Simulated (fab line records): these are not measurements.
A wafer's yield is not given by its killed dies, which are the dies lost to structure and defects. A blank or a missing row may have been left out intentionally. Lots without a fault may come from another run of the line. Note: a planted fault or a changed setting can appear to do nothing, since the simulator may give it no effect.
Chamber matching | flow n5 finfet | rie diel-03 running N5_BEOL_M8_ETCH_62: 4 sister chambers
The step etches SOC in N2/H2, target depth 110 nm, overetch 22 nm, time 165 s. 8 wafers are shown with their chamber, then 7 later ones without.

== WAFERS, EACH WITH ITS CHAMBER ==
wafer  | chamber | showerhead plenum p Torr (Torr) | drypump motor current A (A)
L075.3 | 2       | 2.62                            | 5.99
L075.4 | 0       | 2.48                            | 5.53
L080.2 | 2       | 2.62                            | 6.00
L080.5 | 3       | 2.41                            | 5.65
L086.2 | 3       | 2.40                            | 5.65
L086.4 | 1       | 2.42                            | 5.78
L084.1 | 1       | 2.41                            | 5.79
L084.4 | 0       | 2.47                            | 5.52

== WAFERS WITH NO CHAMBER GIVEN ==
wafer  | showerhead plenum p Torr (Torr) | drypump motor current A (A)
L084.5 | 2.61                            | 5.96
L094.2 | 2.41                            | 5.78
L094.3 | 2.47                            | 5.53
L094.4 | 2.39                            | 5.70
L096.1 | 2.39                            | 5.65
L096.2 | 2.47                            | 5.51
L096.5 | 2.39                            | 5.65

== WHICH CHAMBER EACH ONE RAN IN ==
wafer  | from the rows above | in truth
L084.5 | 2                   | 2
L094.2 | 1                   | 1
L094.3 | 0                   | 0
L094.4 | 3                   | 3
L096.1 | 3                   | 3
L096.2 | 0                   | 0
L096.5 | 3                   | 3
Correctly placed: 7 of 7. Not placeable from these rows: 0. 0 placed wrongly.
How it was worked out, from the rows above alone: a wafer's distance from a chamber is the root of the sum, over the readings, of the square of ((its reading less the chamber's mean) divided by the reading's scatter). If the next closest chamber is less than 2 further off than the closest, the wafer can't be placed; otherwise it belongs to the closest. Each chamber's mean is taken over the wafers shown for it. The scatter is the square root of a quotient: the sum, over the shown wafers, of each reading's squared deviation from its chamber's mean, divided by wafers minus chambers.
